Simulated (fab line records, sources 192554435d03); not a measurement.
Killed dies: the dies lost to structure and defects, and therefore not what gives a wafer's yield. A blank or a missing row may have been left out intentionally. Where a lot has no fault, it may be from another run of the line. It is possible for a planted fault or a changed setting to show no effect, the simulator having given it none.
Chamber matching + flow n5Finfet + rieDiel-04 running N5_FIN_SAQP_DESCUM_21: 4 sister chambers
The step chemistry O2, time 7.9 s. 8 wafers are shown with their chamber, then 7 later ones without.

== EACH WAFER AND ITS CHAMBER ==
| wafer  | chamber | showerheadPlenumPTorr (Torr) | throttleValvePct (%) |
|--------|---------|------------------------------|----------------------|
| L082.1 | 2       | 2.14                         | 20.51                |
| L082.5 | 3       | 2.01                         | 20.51                |
| L084.4 | 1       | 2.17                         | 20.09                |
| L085.3 | 2       | 2.13                         | 20.53                |
| L085.4 | 0       | 2.12                         | 20.09                |
| L085.5 | 3       | 2.01                         | 20.52                |
| L086.3 | 1       | 2.17                         | 20.09                |
| L086.4 | 0       | 2.12                         | 20.10                |

== WAFERS WITH NO CHAMBER GIVEN ==
| wafer  | showerheadPlenumPTorr (Torr) | throttleValvePct (%) |
|--------|------------------------------|----------------------|
| L086.6 | 2.17                         | 20.09                |
| L091.2 | 2.11                         | 20.12                |
| L091.4 | 2.17                         | 20.12                |
| L091.6 | 2.17                         | 20.12                |
| L095.2 | 2.16                         | 20.12                |
| L095.3 | 2.00                         | 20.57                |
| L095.4 | 2.11                         | 20.14                |

== THE CHAMBER EACH PASSED THROUGH ==
| wafer  | from the rows above | in truth |
|--------|---------------------|----------|
| L086.6 | 1                   | 1        |
| L091.2 | 0                   | 0        |
| L091.4 | 1                   | 1        |
| L091.6 | 1                   | 1        |
| L095.2 | 1                   | 1        |
| L095.3 | 3                   | 3        |
| L095.4 | 0                   | 0        |
7 of 7 placed correctly. Number that these rows cannot place: 0. Number placed wrongly: 0.
How it was worked out, from the rows above alone: a wafer's distance from a chamber is the root of the sum, over the readings, of the square of ((its reading less the chamber's mean) divided by the reading's scatter). The wafer belongs to the nearest chamber; if the next one is less than 2 further off, it can't be placed. Each chamber's mean is taken over the wafers shown for it. How the scatter is found: for the shown wafers, subtract from each reading the mean of its chamber, square and add these, divide the total by (wafers less chambers), then take the root.
